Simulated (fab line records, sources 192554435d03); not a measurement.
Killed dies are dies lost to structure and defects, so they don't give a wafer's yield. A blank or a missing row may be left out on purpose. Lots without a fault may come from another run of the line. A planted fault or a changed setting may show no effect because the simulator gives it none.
Chamber matching | flow n5_finfet | N5_FIN_SAQP_PECVD_47 on pecvd-01: 3 sister chambers
The step deposits a-Si from SiH4/He, target thk 45 nm, time 36.3 s. 22 wafers are shown with their chamber, then 11 later ones without.

WAFERS WITH THEIR CHAMBER
wafer  | chamber | showerhead_plenum_p_Torr (Torr) | showerhead_vpp_V (V) | throttle_valve_pct (%)
L074.2 | 0       | 5.75                            | 534                  | 16.5
L074.3 | 1       | 5.63                            | 685                  | 18.3
L074.5 | 2       | 5.61                            | 611                  | 17.6
L075.1 | 0       | 5.76                            | 540                  | 16.5
L075.2 | 2       | 5.61                            | 617                  | 17.4
L075.6 | 1       | 5.63                            | 694                  | 18.9
L076.1 | 2       | 5.61                            | 621                  | 17.6
L076.3 | 0       | 5.76                            | 546                  | 16.4
L076.6 | 2       | 5.62                            | 603                  | 17.5
L077.1 | 1       | 5.63                            | 698                  | 18.5
L077.4 | 2       | 5.61                            | 599                  | 17.6
L077.5 | 0       | 5.74                            | 539                  | 16.6
L083.1 | 1       | 5.62                            | 679                  | 18.4
L083.4 | 0       | 5.76                            | 541                  | 16.4
L083.5 | 2       | 5.61                            | 609                  | 17.5
L085.1 | 0       | 5.75                            | 546                  | 16.8
L085.4 | 2       | 5.61                            | 602                  | 17.4
L085.5 | 0       | 5.75                            | 544                  | 16.6
L091.1 | 1       | 5.63                            | 680                  | 18.4
L091.2 | 2       | 5.61                            | 609                  | 17.6
L091.4 | 2       | 5.62                            | 603                  | 17.7
L092.4 | 0       | 5.76                            | 554                  | 16.4

SIGNATURES (means of the wafers above)
reading                  | chamber 0 | chamber 1 | chamber 2 | scatter within a chamber
showerhead_plenum_p_Torr | 5.7538    | 5.6280    | 5.6122    | 0.00573
showerhead_vpp_V         | 543.00    | 687.20    | 608.22    | 7.12
throttle_valve_pct       | 16.525    | 18.500    | 17.544    | 0.152
Rule: a wafer's distance from a chamber is the root of the sum, over the readings, of the square of ((its reading less the chamber's mean) divided by the reading's scatter). The wafer belongs to the nearest chamber; if the next one is less than 2 further off, it can't be placed. The scatter: the root of (the sum of the squares of (reading less its chamber's mean) over the shown wafers, divided by (wafers less chambers)).

WAFERS WITHOUT THEIR CHAMBER
wafer  | showerhead_plenum_p_Torr (Torr) | showerhead_vpp_V (V) | throttle_valve_pct (%)
L092.5 | 5.62                            | 679                  | 18.7
L092.6 | 5.60                            | 607                  | 17.5
L093.2 | 5.76                            | 538                  | 16.5
L093.3 | 5.60                            | 603                  | 17.6
L093.5 | 5.61                            | 613                  | 17.4
L096.1 | 5.62                            | 690                  | 18.4
L096.5 | 5.64                            | 696                  | 18.3
L096.6 | 5.60                            | 599                  | 17.6
L097.1 | 5.61                            | 684                  | 18.8
L097.3 | 5.59                            | 603                  | 17.6
L097.5 | 5.61                            | 606                  | 17.8

WHICH CHAMBER EACH WENT THROUGH
wafer  | from the rows above | in truth
L092.5 | 1                   | 1
L092.6 | 2                   | 2
L093.2 | 0                   | 0
L093.3 | 2                   | 2
L093.5 | 2                   | 2
L096.1 | 1                   | 1
L096.5 | 1                   | 1
L096.6 | 2                   | 2
L097.1 | 1                   | 1
L097.3 | 2                   | 2
L097.5 | 2                   | 2
Placed correctly: 11 of 11. Can't be placed from these rows: 0. Placed wrongly: 0.
